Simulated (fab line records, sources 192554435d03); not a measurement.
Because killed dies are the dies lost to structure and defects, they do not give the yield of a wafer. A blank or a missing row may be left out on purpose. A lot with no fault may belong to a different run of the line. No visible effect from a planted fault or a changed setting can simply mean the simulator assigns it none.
Struck lot and sound lot, side by side / flow n5Finfet / 42 out of 1938 route steps
Sound: the wafers L597.1, L597.2, L597.4. Wafers L614.1, L614.4, L614.6 were the ones struck. The cause is named last.
At each step with rows: each side's tool, then ch and its chambers, then its first start. Under that, the readings that differ: sound wafers / struck wafers / difference of the means / sigmas: that difference in standard deviations of wafers without a fault.
alike: a reading whose means differ by less than 2 such deviations, as well as words and numbers matching on both sides. not compared: withheld readings; readings where some wafer has no value; bounds like >300 that might hide an equal value; numbers whose values overlap and for which the record gives no deviation.
Wherever a step has rows on one side only, a row that says differs or no value, or a row with sigmas, the two part there. Non-overlapping numbers with no deviation appear without sigmas and do not part them. Lack of a reading on every wafer of one side parts them only where that side has two or more wafers.

first, 1 step without rows for these wafers: N5_MOL_CONTACT_COAG_PRE_CLEAN_142 (time 60 s).
N5_MOL_CONTACT_COAG_SPUTTER_130: material Co, target thk 47.5 nm.
  struck on pvdSputter-01, day 10 03:13; sound on pvdSputter-01, day 6 00:49
  alike: throttleValvePct
then, 5 steps without rows for these wafers: N5_MOL_CONTACT_COAG_PRECLEAN_125 (cleans in DIW, time 57.5 s); N5_MOL_CONTACT_COAG_SRD_126 (dry time 32 s); N5_MOL_CONTACT_COAG_CMP_23 (polishes, stops on SiO2, t overpolish 1.5 s, target thk 0 nm); N5_MOL_CONTACT_COAG_WET_ETCH_26 (target Co, target depth 13 nm); N5_MOL_CONTACT_COAG_WET_ETCH_116 (etches the open film in SC1-inhibited, target depth 4.6 nm, rinse time 30 s).
N5_MOL_CONTACT_COAG_ALD_27: deposits SiOC, target thk 17 nm, pulse time 1.5 s, time 2720 s.
  sound on aldSin-01 ch 1,2,3, day 6 01:49; struck on aldSin-02 ch 1,2, day 10 04:13
  alike: aldCycles, heaterPowerW, precursorPulseHeightRel
then, 1 step without rows for these wafers: N5_MOL_CONTACT_COAG_CMP_28 (polishes, stops on SiNx, t overpolish 0.85 s, target thk 14.522 nm).
N5_MOL_CONTACT_COAG_THK_MEAS_29:
  struck on filmMetro-02, day 10 06:04; sound on filmMetro-02, day 6 03:41
  alike: MD_CAP_THK
N5_MOL_CONTACT_COAG_ALD_123: deposits SiNx, target thk 5 nm, pulse time 1 s, purge time 2 s.
  sound on aldSin-01 ch 0,2,3, day 6 03:43; struck on aldSin-03 ch 0,1, day 10 06:07
reading=aldCycles; sound=100 100 100; struck=130 130 130; difference=+30; sigmas=
reading=model.SiNx_of_MOL_CONTACT_COAG_ALD_123.thkNm (nm); sound=5 5 5; struck=6.4 6.4 6.4; difference=+1.4; sigmas=
  alike: heaterPowerW, precursorPulseHeightRel
then, 10 steps without rows for these wafers: N5_MOL_CONTACT_COAG_PECVD_31 (deposits SiO2 from TEOS/O2, target thk 46 nm, time 8.9 s); N5_MOL_CONTACT_COAG_COAT_75 (time 60 s, resist thk 60 nm); N5_MOL_CONTACT_COAG_COAT_76 (time 60 s, resist thk 10 nm); N5_MOL_CONTACT_COAG_COAT_77 (time 60 s, resist thk 10 nm); N5_MOL_CONTACT_COAG_COAT_78 (resist thk 40 nm); N5_MOL_CONTACT_COAG_EBR_80; N5_MOL_CONTACT_COAG_SOFTBAKE_79 (time 60 s); N5_MOL_CONTACT_COAG_EXPOSE_81 (exposes mask VG, defocus 0 nm); N5_MOL_CONTACT_COAG_PEB_82 (peb time 60 s); N5_MOL_CONTACT_COAG_DEVELOP_83 (develop time 30 s).
N5_MOL_CONTACT_COAG_CD_MEAS_84: the cd target is 25.1 nm.
  sound on cdSem-01 ch 0, day 6 04:34; struck on cdSem-02 ch 0, day 10 06:57
  alike: cdNm
N5_MOL_CONTACT_COAG_OVL_MEAS_85:
  sound on overlay-01 ch 0, day 6 04:35; struck on overlay-01 ch 0, day 10 06:59
  alike: VG_OVL
N5_MOL_CONTACT_COAG_INSPECT_57: inspects for defects (brightfield).
  struck on defectInspect-02, day 10 07:02; sound on defectInspect-01, day 6 04:39
  alike: rawDefectCount
then, 1 step without rows for these wafers: N5_MOL_CONTACT_COAG_DESCUM_88 (chemistry O2, time 7 s).
N5_MOL_CONTACT_COAG_ETCH_89: etches underlayer in N2/H2, target depth 13 nm, time 10.4 s.
  sound on rieDiel-06 ch 0,1,3, day 6 04:43; struck on rieDiel-04 ch 2,3, day 10 07:06
  alike: drypumpMotorCurrentA, etchRfOnTimeS, oesProductAu, rfVppV, showerheadPlenumPTorr, throttleValvePct
  not compared: rfHoursCounterH
then, 2 steps without rows for these wafers: N5_MOL_CONTACT_COAG_ETCH_90 (etches SiARC in CF4, target depth 13 nm, time 21.7 s); N5_MOL_CONTACT_COAG_ALD_131 (deposits SiO2, target thk 5 nm, pulse time 1 s, co reactant pulse time 1 s).
N5_MOL_CONTACT_COAG_ETCHBACK_132: etches SiO2 in CHF3, target depth 10 nm, time 6.7 s.
  sound on rieDiel-03 ch 0,1,3, day 6 05:00; struck on rieDiel-06 ch 1,2, day 10 07:34
  alike: drypumpMotorCurrentA, oesProductAu, rfVppV, showerheadPlenumPTorr, throttleValvePct
  not compared: rfHoursCounterH
then, 8 steps without rows for these wafers: N5_MOL_CONTACT_COAG_ETCH_91 (etches SOC in N2/H2, target depth 60 nm, overetch 21 nm, time 101.2 s); N5_MOL_CONTACT_COAG_STRIP_92 (strips in N2/H2); N5_MOL_CONTACT_COAG_STRIP_93 (strips in N2/H2); N5_MOL_CONTACT_COAG_ETCHBACK_135 (etches SiO2 in CHF3, target depth 25 nm, time 16.7 s); N5_MOL_CONTACT_COAG_STRIP_118 (strips in CHF3); N5_MOL_CONTACT_COAG_VIA_ETCH_46 (etches SiO2 in C4F6/O2, target depth 46 nm, overetch 9.2 nm, time 40 s); N5_MOL_CONTACT_COAG_STRIP_96 (strips in N2/H2); N5_MOL_CONTACT_COAG_ETCH_47 (etches SiNx in CH3F/O2, stops on W, target depth 27 nm).
N5_MOL_CONTACT_COAG_STRIP_119: strips in N2/H2, time 30 s.
  sound on plasmaAsher-01 ch 0,1, day 6 05:20; struck on plasmaAsher-01 ch 0,1, day 10 07:56
  alike: drypumpMotorCurrentA, heaterPowerW
  not compared: rfHoursCounterH
then, 2 steps without rows for these wafers: N5_MOL_CONTACT_COAG_PRECLEAN_144 (cleans in alkaline clean, time 60 s); N5_MOL_CONTACT_COAG_SRD_145 (time 30 s).
N5_MOL_CONTACT_COAG_ETCH_124: etches SiNx in CH3F/O2, stops on SiOC, target depth 6.5 nm.
  sound on rieDiel-03 ch 0,1,2, day 6 06:26; struck on rieDiel-06 ch 0,1,3, day 10 09:16
reading=model.etch.depthNm (nm); sound=5.024 5.007 4.993; struck=6.475 6.34 6.395; difference=+1.395; sigmas=
  alike: drypumpMotorCurrentA, oesProductAu, rfVppV, showerheadPlenumPTorr, throttleValvePct
  not compared: rfHoursCounterH
N5_PASSIVATION_PROBE_49:
  sound wafers here have rows in the record (prober-02, day 13 03:44); struck ones have none

WHERE THEY PART
N5_PASSIVATION_PROBE_49 only, going by this record.

WHY: what the simulator had put in
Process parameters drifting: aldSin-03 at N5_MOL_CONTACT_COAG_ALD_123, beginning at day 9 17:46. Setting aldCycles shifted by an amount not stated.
